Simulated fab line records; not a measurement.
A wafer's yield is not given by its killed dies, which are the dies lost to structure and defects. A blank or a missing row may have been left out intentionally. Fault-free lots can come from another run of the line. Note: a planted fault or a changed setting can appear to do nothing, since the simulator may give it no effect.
Matching of chambers ; flow nand harc ; NHARC_P_M1_CMP_23 on cmp-01 has 4 sister chambers
The step polishes, t overpolish 20 s, target thk 157.82 nm. 4 wafers are shown with their chamber, then 9 later ones without.

## WAFERS WITH THEIR CHAMBER
wafer;chamber;motor current A (A)
L089.1;2;12.3
L089.2;3;12.7
L093.4;0;11.5
L093.5;1;12.1

## WAFERS WITH NO CHAMBER GIVEN
wafer;motor current A (A)
L093.2;11.6
L093.3;12.1
L093.6;12.4
L095.2;11.9
L095.4;10.5
L095.6;11.9
L097.1;11.8
L097.2;11.7
L097.6;11.5

## WHICH CHAMBER EACH ONE RAN IN
wafer;from the rows above;in truth
L093.2;can't be placed: 0 or 1 or 2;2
L093.3;can't be placed: 1 or 2 or 0 or 3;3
L093.6;can't be placed: 2 or 3 or 1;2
L095.2;can't be placed: 1 or 0 or 2 or 3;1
L095.4;can't be placed: 0 or 1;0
L095.6;can't be placed: 1 or 0 or 2 or 3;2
L097.1;can't be placed: 1 or 0 or 2 or 3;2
L097.2;can't be placed: 0 or 1 or 2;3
L097.6;can't be placed: 0 or 1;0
Correctly placed: 0 of 9. Cannot be placed on the basis of these rows: 9; the candidates contain the true chamber in 8. Placed wrongly: 0.
How it was worked out, from the rows above alone: a wafer's distance from a chamber is the root of the sum, over the readings, of the square of ((its reading less the chamber's mean) divided by the reading's scatter). If the next closest chamber is less than 2 further off than the closest, the wafer can't be placed; otherwise it belongs to the closest. Each chamber's mean is taken over the wafers shown for it. The scatter: root of mean squared gap, hidden wafer to nearest shown wafer, with one shown wafer a chamber.
